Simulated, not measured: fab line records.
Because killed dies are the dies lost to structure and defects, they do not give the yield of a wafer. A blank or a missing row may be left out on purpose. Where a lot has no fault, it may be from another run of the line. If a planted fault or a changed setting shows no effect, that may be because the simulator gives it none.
A struck lot beside a sound one | flow n5_finfet | 16 out of 1938 route steps
Sound: wafers L790.2, L790.4, L790.5. The struck wafers were L807.4, L807.5, L807.6. The cause is named last.
Order at every step that has rows: each side's tool, ch and its chambers, its first start. Under that, the readings that differ: sound wafers | struck wafers | difference of the means | sigmas: that difference in standard deviations of wafers without a fault.
alike: same words and numbers on both sides, and readings whose means sit less than 2 such deviations apart. not compared: any withheld reading, any reading some wafer has no value for, any bound like >300 that may hide the same value, and any number with overlapping values for which the record gives no deviation.
Wherever a step has rows on one side only, a row that says differs or no value, or a row with sigmas, the two part there. Non-overlapping numbers with no deviation appear without sigmas and do not part them. A reading missing from all wafers of one side parts the sides only when that side holds two or more wafers.

first, 9 steps without rows for these wafers: N5_MOL_CONTACT_COAG_DEVELOP_39 (develop time 30 s); N5_MOL_CONTACT_COAG_DESCUM_45 (chemistry O2, time 7 s); N5_MOL_CONTACT_COAG_ETCH_65 (etches underlayer in N2/H2, target depth 13 nm, time 10.4 s); N5_MOL_CONTACT_COAG_ETCH_66 (etches SiARC in CF4, target depth 13 nm, time 21.7 s); N5_MOL_CONTACT_COAG_ALD_133 (deposits SiO2, target thk 5 nm, pulse time 1 s, co reactant pulse time 1 s); N5_MOL_CONTACT_COAG_ETCHBACK_134 (etches SiO2 in CHF3, target depth 10 nm, time 6.7 s); N5_MOL_CONTACT_COAG_ETCH_67 (etches SOC in N2/H2, target depth 60 nm, overetch 21 nm, time 101.2 s); N5_MOL_CONTACT_COAG_STRIP_68 (strips in N2/H2); N5_MOL_CONTACT_COAG_STRIP_69 (strips in N2/H2).
N5_MOL_CONTACT_COAG_ETCHBACK_136: etches SiO2 in CHF3, target depth 25 nm, time 16.7 s.
  sound on rie_diel-03 ch 1,2, day 5 11:18; struck on rie_diel-04 ch 0,2,3, day 9 17:22
  no value came back on the struck wafers for any of 7 readings (CHF3_flow_sccm (sccm), bias_w (W) and others); on the sound wafers CHF3_flow_sccm (sccm) reads 49.83 49.74 49.88
  reading                                             | sound          | struck     | difference | sigmas
  model.SiARC_of_MOL_CONTACT_COAG_COAT_63.thk_nm (nm) | 0 0 0          | 5.8 6 5.8  | +5.9       |
  model.SOC_of_MOL_CONTACT_COAG_COAT_62.thk_nm (nm)   | 57.4 57.6 57.4 | 60 60 60.2 | +3         |
  not compared: rf_hours_counter_h
then, 1 step without rows for these wafers: N5_MOL_CONTACT_COAG_STRIP_120 (strips in CHF3).
N5_MOL_CONTACT_COAG_VIA_ETCH_117: etches SiO2 in C4F6/O2, target depth 40 nm, overetch 8 nm, time 26 s.
  sound on rie_diel-03 ch 1,2, day 5 11:21; struck on rie_diel-04 ch 0,2,3, day 9 17:24
  reading                                      | sound             | struck            | difference | sigmas
  throttle_valve_pct (%)                       | 40.58 40.59 40.58 | 41.32 41.39 41.09 | +0.68      | +3
  model.MOL_CONTACT_COAG.feature_depth_nm (nm) | 39.6 40 39.8      | 45 44.8 45.2      | +5         |
  model.etch.depth_nm (nm)                     | 39.66 39.95 39.85 | 44.76 44.66 45.14 | +5.03      |
  alike: drypump_motor_current_A, oes_product_au, rf_vpp_V, showerhead_plenum_p_Torr
  not compared: rf_hours_counter_h
then, 1 step without rows for these wafers: N5_MOL_CONTACT_COAG_ETCH_124 (etches SiNx in CH3F/O2, stops on SiOC, target depth 6.5 nm).
N5_MOL_CONTACT_COAG_ETCH_48: etches SiOC in C4F6/O2, target depth 15 nm, overetch 4.5 nm, time 17 s.
  sound on rie_diel-03 ch 1,2, day 5 11:28; struck on rie_diel-04 ch 0,2,3, day 9 17:29
  reading                                           | sound             | struck            | difference | sigmas
  throttle_valve_pct (%)                            | 40.15 40.17 40.13 | 40.81 40.85 40.55 | +0.59      | +2
  model.SOC_of_MOL_CONTACT_COAG_COAT_62.thk_nm (nm) | 45.8 45.8 45.8    | 48.4 48.6 48.6    | +2.7       |
  alike: drypump_motor_current_A, oes_product_au, rf_vpp_V, showerhead_plenum_p_Torr
  not compared: rf_hours_counter_h
then, 1 step without rows for these wafers: N5_MOL_CONTACT_COAG_STRIP_72 (strips in N2/H2).
-- a jump in the record: the struck wafers' starts before and after are 7 days apart (it breaks off in module MOL_CONTACT_COAG and resumes in module PASSIVATION, where the first step shown is number 1936 of the route) --
N5_PASSIVATION_PROBE_49:
  struck on prober-02, day 17 02:58; sound on prober-02, day 12 02:34
  alike: killed_at_M0_to_M3, killed_at_M4_up, killed_at_contacts, killed_at_front_end, killed_at_other, killed_dies, killed_on_rim, killed_open, killed_short

## WHERE THEY PART
Last at N5_MOL_CONTACT_COAG_ETCH_48 as far as this record goes, first at N5_MOL_CONTACT_COAG_ETCHBACK_136. Later steps at which nothing parts them and some readings are alike: N5_PASSIVATION_PROBE_49.

WHY: the cause the simulator had injected
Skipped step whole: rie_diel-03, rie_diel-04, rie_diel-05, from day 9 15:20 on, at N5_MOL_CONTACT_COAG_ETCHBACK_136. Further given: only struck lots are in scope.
